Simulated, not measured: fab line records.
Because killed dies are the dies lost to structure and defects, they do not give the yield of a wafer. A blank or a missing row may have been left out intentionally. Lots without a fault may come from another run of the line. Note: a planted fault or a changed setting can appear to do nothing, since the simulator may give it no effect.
The same fault as seen by 2 desks :: flow nand-harc :: each desk holds nothing but its own numbers, with what lay behind them at the end

== DESK OF THE TOOL OWNER: arfi-scanner-03 ==
The tool's own readings at NHARC_P_M0_EXPOSE_06 (exposes mask P M0, target cd 90 nm): means of the sampled wafers that have a number, for each lot that ran on this tool. Any lot whose mean is over 4 standard deviations away from the usual mean is out of limits and marked OUT; that distance is given in the brackets.
Columns: A = exposure-dose-mJ-cm2 at NHARC_P_M0_EXPOSE_06, usual 81.27
lot: L855
first seen here: day 13 20:19
A: 106.62 (+99 or more) OUT

lot: L856
first seen here: day 14 00:58
A: 101.53 (+99 or more) OUT
This desk's finding: out of limits on L855, L856; first on L855, day 13 20:19 (exposure-dose-mJ-cm2 at NHARC_P_M0_EXPOSE_06). In limits: none.

== FROM THE METROLOGY DESK ==
What the gauges read for every lot (on any tool): the sampled wafers with a number, averaged. Any lot whose mean is over 4 standard deviations away from the usual mean is out of limits and marked OUT; that distance is given in the brackets.
Columns: A = cd-nm at NHARC_P_M0_CD_MEAS_09, usual 89.9 nm
lot: L837
first seen here: day 6 09:31
A: 90.4

lot: L838
first seen here: day 6 10:23
A: 90.2

lot: L839
first seen here: day 7 00:32
A: 89.6

lot: L840
first seen here: day 7 05:25
A: 89.1

lot: L842
first seen here: day 8 06:03
A: 90.2

lot: L845
first seen here: day 9 17:05
A: 90.3

lot: L855
first seen here: day 13 20:28
A: 106.7 (+30) OUT

lot: L856
first seen here: day 14 01:07
A: 103.8 (+25) OUT

lot: L857
first seen here: day 14 14:19
A: 89.7

lot: L859
first seen here: day 15 03:25
A: 90.6

lot: L860
first seen here: day 15 15:01
A: 89.3
This desk's finding: out of limits on L855, L856; first on L855, day 13 20:28 (cd-nm at NHARC_P_M0_CD_MEAS_09). L837, L838, L839, L840, L842, L845, L857, L859, L860: within limits.

== TAKEN TOGETHER ==
An alarm could have come from the tool owner's desk at day 13 20:19, on L855, L856.
At day 13 20:28 the metrology desk could have sounded an alarm, on L855, L856.
On arfi-scanner-03, each named lot ran NHARC_P_M0_EXPOSE_06.

== WHAT HAD BEEN PUT IN BY THE SIMULATOR ==
Process parameters drifting: arfi-scanner-03 at NHARC_P_M0_EXPOSE_06, beginning at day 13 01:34. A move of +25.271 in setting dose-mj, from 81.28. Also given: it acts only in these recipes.
Lots struck among those shown: L855, L856.
Time in hours from fault onset to the first out-of-limits reading at each desk: tool owner's desk 19, metrology desk 19.
